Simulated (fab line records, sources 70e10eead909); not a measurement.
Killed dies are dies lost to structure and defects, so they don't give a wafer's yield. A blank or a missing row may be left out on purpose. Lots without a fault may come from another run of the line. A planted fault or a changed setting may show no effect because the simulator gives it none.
Chamber matching | flow nand_harc | NHARC_A_CHANNEL_FILL_D1_CMP_10 on cmp-04: 4 sister chambers
The step polishes, target thk 150 nm. 4 wafers are shown with their chamber, then 7 later ones without.

WAFERS WITH THEIR CHAMBER
wafer  | chamber | time_to_endpoint_s (s)
L647.5 | 3       | 19
L653.3 | 1       | 12
L657.1 | 2       | 13
L657.3 | 0       | 19

WAFERS WITHOUT THEIR CHAMBER
wafer  | time_to_endpoint_s (s)
L657.6 | 20
L658.4 | 19
L658.5 | 20
L658.6 | 20
L660.1 | 19
L660.2 | 19
L660.5 | 20

WHICH CHAMBER EACH WENT THROUGH
wafer  | from the rows above     | in truth
L657.6 | can't be placed: 0 or 3 | 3
L658.4 | can't be placed: 0 or 3 | 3
L658.5 | can't be placed: 0 or 3 | 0
L658.6 | can't be placed: 0 or 3 | 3
L660.1 | can't be placed: 0 or 3 | 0
L660.2 | can't be placed: 0 or 3 | 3
L660.5 | can't be placed: 0 or 3 | 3
Placed correctly: 0 of 7. Can't be placed from these rows: 7 (the true chamber is among the candidates in 7). Placed wrongly: 0.
How it was worked out, from the rows above alone: a wafer's distance from a chamber is the root of the sum, over the readings, of the square of ((its reading less the chamber's mean) divided by the reading's scatter). The wafer belongs to the nearest chamber; if the next one is less than 2 further off, it can't be placed. A chamber's mean is the mean of its shown wafers. The scatter: with one shown wafer a chamber, the root of the mean of the squares of how far each hidden wafer lies from its nearest shown one.
